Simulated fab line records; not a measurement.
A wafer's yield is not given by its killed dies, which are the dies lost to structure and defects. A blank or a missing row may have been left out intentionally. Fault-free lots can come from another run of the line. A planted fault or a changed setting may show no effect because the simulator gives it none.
Split-lot study || flow n5_finfet || on a route of 1938 steps: 7 lots, 21 wafers read

## ABOUT THE SPLIT
At N5_ZERO_LAYER_EXPOSE_08 (exposes mask ZERO, defocus 0 nm, target cd 2000 nm), the setting dose_mj was moved away from the recipe's 16.2 on 10 of the 21 wafers read, by -7.3% to +5.1%. For the rest of the wafers, this setting stayed at what the recipe calls for.

## FROM THE SPLIT TO THE READING: what the file shows between them, 2 steps
- N5_ZERO_LAYER_DEVELOP_10: develop time 60 s (also split here: develop_time_s)
- N5_ZERO_LAYER_HARDBAKE_23: time 120 s

## THE READING
cd_nm (nm) at N5_ZERO_LAYER_CD_MEAS_11, where the cd target is 2000 nm. On this fab line, fault-free wafers typically give 2001.1 nm with a standard deviation of 2.7 nm.

{"wafer": "L082.1", "tool, chamber at the split": "krf_scanner-01, 0", "dose_mj as run": 16.54, "against the recipe": "+2.1%", "cd_nm, nm": 2004.8, "against lot-mates on the recipe": "no lot-mate on the recipe"}
{"wafer": "L082.2", "tool, chamber at the split": "krf_scanner-01, 0", "dose_mj as run": 16.54, "against the recipe": "+2.1%", "cd_nm, nm": 2006.7, "against lot-mates on the recipe": "no lot-mate on the recipe"}
{"wafer": "L082.6", "tool, chamber at the split": "krf_scanner-01, 0", "dose_mj as run": 16.54, "against the recipe": "+2.1%", "cd_nm, nm": 2004.9, "against lot-mates on the recipe": "no lot-mate on the recipe"}
{"wafer": "L083.1", "tool, chamber at the split": "krf_scanner-01, 0", "dose_mj as run": 16.2, "against the recipe": "recipe", "cd_nm, nm": 1992.3, "against lot-mates on the recipe": "-"}
{"wafer": "L083.4", "tool, chamber at the split": "krf_scanner-01, 0", "dose_mj as run": 16.2, "against the recipe": "recipe", "cd_nm, nm": 1992.4, "against lot-mates on the recipe": "-"}
{"wafer": "L083.6", "tool, chamber at the split": "krf_scanner-01, 0", "dose_mj as run": 16.2, "against the recipe": "recipe", "cd_nm, nm": 1994.7, "against lot-mates on the recipe": "-"}
{"wafer": "L087.1", "tool, chamber at the split": "krf_scanner-02, 0", "dose_mj as run": 16.2, "against the recipe": "recipe", "cd_nm, nm": 2001.1, "against lot-mates on the recipe": "-"}
{"wafer": "L087.4", "tool, chamber at the split": "krf_scanner-02, 0", "dose_mj as run": 15.88, "against the recipe": "-2.0%", "cd_nm, nm": 1997.2, "against lot-mates on the recipe": -4.1}
{"wafer": "L087.6", "tool, chamber at the split": "krf_scanner-02, 0", "dose_mj as run": 16.2, "against the recipe": "recipe", "cd_nm, nm": 2001.5, "against lot-mates on the recipe": "-"}
{"wafer": "L090.2", "tool, chamber at the split": "krf_scanner-02, 0", "dose_mj as run": 16.2, "against the recipe": "recipe", "cd_nm, nm": 1997.4, "against lot-mates on the recipe": "-"}
{"wafer": "L090.3", "tool, chamber at the split": "krf_scanner-02, 0", "dose_mj as run": 16.2, "against the recipe": "recipe", "cd_nm, nm": 1997.6, "against lot-mates on the recipe": "-"}
{"wafer": "L090.5", "tool, chamber at the split": "krf_scanner-02, 0", "dose_mj as run": 16.2, "against the recipe": "recipe", "cd_nm, nm": 2001.5, "against lot-mates on the recipe": "-"}
{"wafer": "L092.1", "tool, chamber at the split": "krf_scanner-02, 0", "dose_mj as run": 17.02, "against the recipe": "+5.1%", "cd_nm, nm": 2011.0, "against lot-mates on the recipe": "+8.6"}
{"wafer": "L092.3", "tool, chamber at the split": "krf_scanner-02, 0", "dose_mj as run": 17.02, "against the recipe": "+5.1%", "cd_nm, nm": 2008.7, "against lot-mates on the recipe": "+6.3"}
{"wafer": "L092.5", "tool, chamber at the split": "krf_scanner-02, 0", "dose_mj as run": 16.2, "against the recipe": "recipe", "cd_nm, nm": 2002.4, "against lot-mates on the recipe": "-"}
{"wafer": "L093.3", "tool, chamber at the split": "krf_scanner-02, 0", "dose_mj as run": 16.2, "against the recipe": "recipe", "cd_nm, nm": 2000.1, "against lot-mates on the recipe": "-"}
{"wafer": "L093.4", "tool, chamber at the split": "krf_scanner-02, 0", "dose_mj as run": 15.66, "against the recipe": "-3.3%", "cd_nm, nm": 1991.1, "against lot-mates on the recipe": -10.6}
{"wafer": "L093.6", "tool, chamber at the split": "krf_scanner-02, 0", "dose_mj as run": 16.2, "against the recipe": "recipe", "cd_nm, nm": 2003.3, "against lot-mates on the recipe": "-"}
{"wafer": "L094.1", "tool, chamber at the split": "krf_scanner-02, 0", "dose_mj as run": 15.01, "against the recipe": "-7.3%", "cd_nm, nm": 1983.5, "against lot-mates on the recipe": "no lot-mate on the recipe"}
{"wafer": "L094.5", "tool, chamber at the split": "krf_scanner-02, 0", "dose_mj as run": 15.01, "against the recipe": "-7.3%", "cd_nm, nm": 1983.0, "against lot-mates on the recipe": "no lot-mate on the recipe"}
{"wafer": "L094.6", "tool, chamber at the split": "krf_scanner-02, 0", "dose_mj as run": 15.01, "against the recipe": "-7.3%", "cd_nm, nm": 1982.9, "against lot-mates on the recipe": "no lot-mate on the recipe"}

THE FIT
A straight line over all 21 wafers: cd_nm changes by +2.2 nm for each +1% of dose_mj; r = +0.93; the points scatter about the line by 3.1 nm.
The same after taking each lot's own level away (the mean of its wafers on the recipe; 15 wafers): +1.84 nm for each +1%; r = +0.91; scatter 1.8 nm.
The reading moves by 13 nm for the largest change in dose_mj, on that fit.
The lots' own levels span 1993.13 to 2002.40 nm, that is 3.4 times the standard deviation above.
Thus the slope moves with the lot-to-lot level: the two fits are different.
Check: +8.8 nm against its lot-mates is what the line predicts for one of the wafers moved furthest among these (+5.1%) when that wafer is left out of the fit. It came out at +8.6 nm against them.

## THE OTHER SPLITS THESE WAFERS WENT THROUGH
These wafers also went through other splits before the reading. Each is held against what the fit with the lots' levels taken away leaves over:
{"other split on the same wafers": "N5_ZERO_LAYER_DEVELOP_10 develop_time_s", "wafers away from the commonest value": 8, "r with cd_nm (lot level and that fit taken away)": -0.06}

## THE WHOLE CHAIN: every reading that the file lists as answering this split, in the file's order
{"step": "N5_ZERO_LAYER_CD_MEAS_11", "what it does": "target cd 2000 nm", "reading": "cd_nm", "change (the file's fit)": "+2 nm for each +1% of the setting", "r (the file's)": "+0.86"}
{"step": "N5_ZERO_LAYER_DESCUM_16", "what it does": "chemistry O2, time 7.9 s", "reading": "ZERO_LAYER.cd_nm (the simulator's own value, which no gauge read)", "change (the file's fit)": "+2.03 nm for each +1% of the setting", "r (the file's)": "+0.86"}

## THE FILE'S OWN FIT
cd_nm changes by +2 nm for each +1% of dose_mj, r = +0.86.
